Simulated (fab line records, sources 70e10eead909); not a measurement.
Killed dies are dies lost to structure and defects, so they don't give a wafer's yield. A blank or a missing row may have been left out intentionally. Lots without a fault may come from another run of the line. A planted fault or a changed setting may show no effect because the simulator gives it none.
Matching of chambers -- flow nandHarc -- NHARC_A_BLC_STRIP_21 on rieDiel-05 has 4 sister chambers
The step strips in O2. 20 wafers are shown with their chamber, then 10 later ones without.

== WAFERS WITH THEIR CHAMBER ==
wafer,chamber,drypumpMotorCurrentA (A),showerheadPlenumPTorr (Torr),throttleValvePct (%)
L075.4,3,6.5,3.52,17.048
L075.5,1,6.4,3.65,17.044
L075.6,2,4.7,3.35,17.044
L081.2,3,6.4,3.52,17.030
L081.4,0,4.7,3.35,17.037
L081.5,2,4.7,3.35,17.038
L083.1,1,6.4,3.65,17.037
L083.4,3,6.4,3.52,17.048
L083.6,3,6.4,3.52,17.037
L082.1,3,6.4,3.52,17.034
L082.2,0,4.7,3.35,17.051
L082.3,2,4.7,3.35,17.045
L087.1,0,4.7,3.34,17.033
L087.2,3,6.5,3.52,17.034
L087.4,1,6.4,3.65,17.029
L091.2,2,4.7,3.34,17.039
L091.3,3,6.4,3.52,17.019
L091.6,1,6.4,3.64,17.039
L094.1,2,4.7,3.34,17.044
L094.2,0,4.7,3.34,17.034

SIGNATURES (averages over the wafers above)
reading,chamber 0,chamber 1,chamber 2,chamber 3,scatter within a chamber
drypumpMotorCurrentA,4.700,6.400,4.700,6.429,0.0299
showerheadPlenumPTorr,3.3450,3.6475,3.3460,3.5200,0.00429
throttleValvePct,17.03875,17.03725,17.04200,17.03571,0.00786
Rule: a wafer lies at a distance from a chamber equal to the root of the sum of squares, over the readings, of (its reading less the chamber's mean, divided by the reading's scatter). The wafer belongs to the nearest chamber; if the next one is less than 2 further off, it can't be placed. The scatter is the square root of a quotient: the sum, over the shown wafers, of each reading's squared deviation from its chamber's mean, divided by wafers minus chambers.

== WAFERS WITH NO CHAMBER GIVEN ==
wafer,drypumpMotorCurrentA (A),showerheadPlenumPTorr (Torr),throttleValvePct (%)
L094.6,4.7,3.34,17.032
L092.1,4.7,3.34,17.028
L092.3,4.7,3.34,17.029
L092.4,6.4,3.64,17.027
L095.3,4.7,3.34,17.043
L095.5,4.8,3.34,17.040
L095.6,6.4,3.64,17.042
L097.1,6.4,3.64,17.028
L097.2,4.7,3.34,17.049
L097.4,4.7,3.34,17.031

== EACH ONE'S CHAMBER ==
wafer,from the rows above,in truth
L094.6,can't be placed: 0 or 2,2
L092.1,can't be placed: 0 or 2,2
L092.3,can't be placed: 0 or 2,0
L092.4,1,1
L095.3,can't be placed: 0 or 2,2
L095.5,can't be placed: 0 or 2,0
L095.6,1,1
L097.1,1,1
L097.2,can't be placed: 2 or 0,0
L097.4,can't be placed: 0 or 2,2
Correct placement for 3 of the 10. Unplaceable from these rows: 7, with the true chamber sitting among the candidates in 7. Placed wrongly: 0.
